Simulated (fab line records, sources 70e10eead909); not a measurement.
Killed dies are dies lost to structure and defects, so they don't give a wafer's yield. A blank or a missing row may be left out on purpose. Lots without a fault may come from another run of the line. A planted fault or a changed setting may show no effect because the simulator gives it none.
fab line records | flow nand_harc
record lots=6 wafers=17 last_day=33
route steps=1302 shown P_BONDPAD@356
lots that met no fault: from a run of the same line without faults
start_h: hours from the record's first day to the start of the lot's first wafer shown | wait_h: hours since the lot's step before | " the same as in the row above | L1.1+2: a row that stands for several wafers | - no value, or no start given | * or withheld: withheld | < > ~ a bound
route shown NAME@n: a module of which the file shows steps, and the number in the route of the first | usual: mean/standard deviation of fault-free wafers | same: alike in all rows | chamber/n: place in a boat | sites: the reading at each site | _std_site: their standard deviation | _edge_site: outer sites' mean less inner sites' | radius_mm: how far each site lies from the wafer's centre | mask NAME#n: copy n | behind: the tool/chamber that last shaped the wafer | hold: why the lot was held/for how many hours/how that ended | device: the transistor (n, p or np) that didn't switch | end of line: the same wafers' tests at the end of the route | a step without rows: its recipe alone | killed: dies lost to structure and defects at the first sort, not the wafer's yield | map: a wafer's dies, x killed, . not, _ none there
set.NAME: the setting as run; set.NAME@STEP: as run at that earlier step | model.NAME: the simulator's own value behind a step, which no gauge read
lots at some steps of the route; a table a step, a row a wafer
services: from which hour (start_h, from the record's first day; less than 0 if before it) a tool's chamber was out of use, for how many hours, and why
## steps
# step NHARC_P_BONDPAD_HMDS_02
# recipe time_s=30
# step NHARC_P_BONDPAD_COAT_36
# recipe temp_c=200 time_s=65
# step NHARC_P_BONDPAD_COAT_03
# recipe spin_rpm=2000 resist_thk_nm=600
# step NHARC_P_BONDPAD_SOFTBAKE_04
# recipe temp_c=125 time_s=70
# step NHARC_P_BONDPAD_EBR_05
# step NHARC_P_BONDPAD_EXPOSE_06
# recipe na=0.55 dose_mj=37.06 mask_id=P_BPAD
# step NHARC_P_BONDPAD_PEB_07
# recipe peb_temp_c=128 peb_time_s=80
# step NHARC_P_BONDPAD_DEVELOP_08
# recipe time_s=50 dev_temp_c=22
# step NHARC_P_BONDPAD_CD_MEAS_09
# recipe target_cd_nm=500 landing_energy_ev=500
# usual cd_nm=500.0/1.8
# columns lot.wafer tool chamber start_h wait_h cd_nm
L402.1 cd_sem-02 0 145.30 - 500.1
L402.3 " 0 " " 501.5
L402.4 " 0 " " 500.4
L411.1 cd_sem-01 0 245.43 - 499.9
L411.4 " 0 " " 500.8
L411.6 " 0 " " 501.7
L412.2 cd_sem-03 0 245.94 - 502.4
L412.4 " 0 " " 498.6
L418.1 cd_sem-01 0 306.89 - 498.2
L418.2 " 0 " " 497.5
L418.5 " 0 " " 499.9
L421.3 cd_sem-02 0 329.33 - 500.3
L421.5 " 0 " " 503.2
L421.6 " 0 " " 502.4
L424.1 cd_sem-01 0 364.85 - 499.4
L424.4 " 0 " " 498.0
L424.5 " 0 " " 496.8
# step NHARC_P_BONDPAD_OVL_MEAS_38
# usual overlay_x_nm=2/6.1 overlay_y_nm=0/5.7
# columns lot.wafer tool chamber start_h wait_h overlay_x_nm overlay_y_nm
L402.1 overlay-02 - 145.39 - 1 -10
L402.3 " - " " 1 -10
L402.4 " - " " 1 -9
L411.1 overlay-01 - 245.52 - 9 -2
L411.4 " - " " 10 -1
L411.6 " - " " 9 -1
L412.2 overlay-01 - 246.02 - 0 -2
L412.4 " - " " 1 -1
L418.1 overlay-01 - 306.98 - 10 3
L418.2 " - " " 9 4
L418.5 " - " " 10 2
L421.3 overlay-02 - 329.41 - -4 -1
L421.5 " - " " -4 -1
L421.6 " - " " -4 -1
L424.1 overlay-02 - 364.94 - 2 -1
L424.4 " - " " 2 0
L424.5 " - " " 1 0
# step NHARC_P_BONDPAD_HARDBAKE_10
# recipe temp_c=118 time_s=65
# step NHARC_P_BONDPAD_DESCUM_11
# recipe time_s=3 o2_flow_sccm=200 ar_flow_sccm=0 bias_power_w=0 chemistry=O2
# usual drypump_motor_current_A=5.7/0.38 o2_flow_sccm=200.0/0.61 oes_product_au=1.002/0.011 rf_vpp_V=57.8/0.87 showerhead_plenum_p_Torr=1.90/0.079 throttle_valve_pct=11.313/0.0087
# columns lot.wafer tool chamber start_h wait_h drypump_motor_current_A o2_flow_sccm oes_product_au rf_hours_counter_h rf_vpp_V showerhead_plenum_p_Torr throttle_valve_pct
L402.3 rie_diel-13 3 145.51 - 6.8 200.6 1.011 7.7 57.5 1.92 11.295
L402.4 " 1 " " 5.8 200.0 1.005 10.1 58.5 1.95 11.317
L402.1 " 2 " " 5.8 199.0 1.014 9.8 57.8 1.82 11.316
L411.1 rie_diel-07 3 245.65 - 5.7 200.5 0.993 6.9 57.0 1.80 11.311
L411.4 " 1 " " 6.4 199.1 1.008 6.7 58.1 2.06 11.327
L411.6 " 2 " " 5.2 200.8 0.988 - 57.2 1.91 11.304
L412.2 rie_diel-07 1 246.15 - 6.3 199.2 0.989 6.8 58.9 2.06 11.313
L412.4 " 2 " " 5.2 199.7 1.003 7.1 57.1 1.91 11.315
L418.2 rie_diel-02 1 307.12 - 6.1 199.3 0.994 3.2 55.8 1.79 11.296
L418.1 " 3 " " 5.5 200.6 1.022 3.1 58.0 1.94 11.312
L418.5 " 0 " " 5.5 199.6 1.013 - 57.8 1.99 11.320
L421.3 rie_diel-07 0 329.53 - 6.0 199.8 0.993 2.0 57.0 1.85 11.324
L421.6 " 0 " " 6.0 199.1 0.987 - 56.2 1.85 11.306
L421.5 " 1 " " 6.3 199.0 1.004 - 58.9 2.06 11.311
L424.4 rie_diel-07 1 365.07 - 6.3 200.3 1.000 3.2 58.3 2.06 11.315
L424.1 " 3 " " 5.7 198.9 0.990 3.9 57.2 1.80 11.312
L424.5 " 1 " " 6.3 199.9 0.997 - 57.5 2.06 11.307
# step NHARC_P_BONDPAD_ETCH_37
# recipe target_depth_a=600 overetch_a=180 time_s=65.91 ion_energy_ev=200 n2_flow_sccm=150 h2_flow_sccm=150 ar_flow_sccm=0 rf_w=400 bias_w=150 chemistry=N2/H2
# usual drypump_motor_current_A=5.7/0.39 oes_product_au=1.001/0.011 rf_vpp_V=429.8/2.4 run_length_s=87.1/0.43 showerhead_plenum_p_Torr=2.02/0.085 throttle_valve_pct=14.171/0.0096
# columns lot.wafer tool chamber start_h wait_h drypump_motor_current_A oes_product_au rf_hours_counter_h rf_vpp_V run_length_s showerhead_plenum_p_Torr throttle_valve_pct
L402.3 rie_diel-13 3 145.60 0.1 6.7 1.008 7.7 431.8 87.3 2.05 14.170
L402.4 " 0 " " 5.5 0.993 8.8 428.5 87.2 2.05 14.184
L402.1 " 1 " " 5.8 1.024 10.1 432.0 86.2 2.08 14.163
L411.1 rie_diel-07 3 245.73 0.1 5.6 0.998 6.9 426.6 87.0 1.92 14.169
L411.4 " 1 " " 6.3 1.004 6.7 433.6 66.8 2.20 14.186
L411.6 " 3 " " 5.7 1.000 - 425.6 87.2 1.92 14.154
L412.4 rie_diel-07 3 246.24 0.1 5.7 0.997 7.0 426.9 67.5 1.92 14.179
L412.2 " 0 " " 6.0 0.988 6.7 428.3 87.3 1.97 14.169
L418.1 rie_diel-02 1 307.20 0.1 6.1 0.998 3.2 427.1 86.2 1.91 14.170
L418.2 " 2 " " 5.4 0.996 3.4 428.7 87.2 1.97 14.170
L418.5 " 1 " " 6.1 1.002 - 427.2 86.4 1.91 14.160
L421.3 rie_diel-07 2 329.64 0.1 5.2 0.995 2.4 430.0 87.0 2.04 14.176
L421.6 " 3 " " 5.7 0.990 - 427.3 87.1 1.92 14.163
L421.5 " 0 " " 6.0 0.984 - 428.5 88.1 1.97 14.155
L424.4 rie_diel-07 3 365.15 0.1 5.7 0.995 3.9 426.9 87.7 1.92 14.179
L424.1 " 2 " " 5.2 0.996 3.6 430.2 86.9 2.04 14.169
L424.5 " 3 " " 5.7 0.990 - 426.3 87.2 1.92 14.164
# step NHARC_P_BONDPAD_ETCH_12
# recipe target_depth_a=2000 time_s=100 chf3_flow_sccm=50 o2_flow_sccm=10 ar_flow_sccm=200 rf_w=500 bias_w=200 chemistry=CHF3/O2
# usual drypump_motor_current_A=5.7/0.37 o2_flow_sccm=10.00/0.031 oes_product_au=0.939/0.022 rf_vpp_V=370.3/2.1 run_length_s=121.2/0.42 showerhead_plenum_p_Torr=2.39/0.094 throttle_valve_pct=20.573/0.01
# columns lot.wafer tool chamber start_h wait_h drypump_motor_current_A o2_flow_sccm oes_product_au rf_hours_counter_h rf_vpp_V run_length_s showerhead_plenum_p_Torr throttle_valve_pct
L402.3 rie_diel-13 1 - - 5.8 10.00 0.931 10.1 370.4 120.9 2.44 20.574
L402.4 " 3 " " 6.8 9.91 0.937 7.7 370.4 121.3 2.41 20.576
L402.1 " 0 " " 5.5 10.01 0.915 8.9 371.8 121.8 2.42 20.571
L411.4 rie_diel-07 2 - - 5.2 9.95 0.935 7.1 370.7 121.3 2.40 20.586
L411.1 " 3 " " 5.7 10.04 0.921 6.9 367.4 121.1 2.27 20.568
L411.6 " 0 " " 6.0 10.00 0.917 - 369.3 121.4 2.32 20.577
L412.4 rie_diel-07 1 - - 6.3 10.00 0.917 6.8 374.0 121.0 2.57 20.553
L412.2 " 2 " " 5.2 10.00 0.926 7.2 370.4 121.1 2.40 20.545
L418.1 rie_diel-02 1 - - 6.1 10.03 0.931 3.2 367.3 120.8 2.26 20.572
L418.2 " 3 " " 5.6 10.04 0.941 3.1 371.5 121.2 2.43 20.574
L418.5 " 2 " " 5.3 10.05 0.912 - 368.3 121.4 2.33 20.571
L421.3 rie_diel-07 1 - - 6.3 10.03 0.923 1.9 374.4 121.2 2.57 20.568
L421.5 " 1 " " 6.3 10.01 0.934 - 373.0 121.7 2.57 20.562
L421.6 " 2 " " 5.2 9.99 0.931 - 370.8 120.9 2.40 20.570
L424.4 rie_diel-07 2 - - 5.2 10.04 0.921 3.6 370.6 121.1 2.40 20.581
L424.1 " 1 " " 6.3 9.97 0.911 3.3 375.3 121.4 2.57 20.574
L424.5 " 3 " " 5.7 10.03 0.924 - 366.9 121.2 2.27 20.573
## services
# columns tool chamber start_h hours kind
rie_diel-07 0 126.20 - clean
rie_diel-07 1 126.20 - clean
rie_diel-07 2 126.20 - clean
rie_diel-07 3 126.20 - clean
rie_diel-13 0 136.59 4.9 repair
rie_diel-07 - 143.23 1.0 repair
rie_diel-07 0 150.70 - clean
rie_diel-07 1 150.70 - clean
rie_diel-07 2 150.70 - clean
rie_diel-07 3 150.70 - clean
rie_diel-13 - 165.01 9.0 pm
rie_diel-02 0 174.63 1.2 repair
rie_diel-02 - 186.42 0.4 repair
rie_diel-13 0 190.23 5.5 repair
rie_diel-07 2 192.85 3.8 repair
rie_diel-13 0 216.19 6.8 repair
rie_diel-02 - 216.70 9.0 pm
rie_diel-07 1 229.72 6.6 repair
rie_diel-13 0 283.41 4.2 repair
rie_diel-07 - 294.20 9.0 pm
rie_diel-13 2 294.65 1.3 repair
rie_diel-13 2 308.50 5.5 repair
rie_diel-02 1 331.10 1.5 repair
rie_diel-13 - 342.01 9.0 pm
## key
first_sign step=NHARC_P_BONDPAD_ETCH_37 reading=run_length_s direction=down sigmas=46 usual=* struck=*
effect none on later readings
met_at NHARC_P_BONDPAD_ETCH_37
struck_wafers L411.4,L412.4
sort_left_out L411.4,L412.4
fault kind=process_parameter_drift tool=rie_diel-07 chamber=- onset_h=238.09 steps=NHARC_P_BONDPAD_ETCH_37 channel=time_s offset=* shape=step end_h=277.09 scope=struck_wafers_only acts_in=* stated=*
# sort_left_out: the simulated sort isn't trusted on such a fault, so these wafers' sort isn't shown, and their yield isn't known
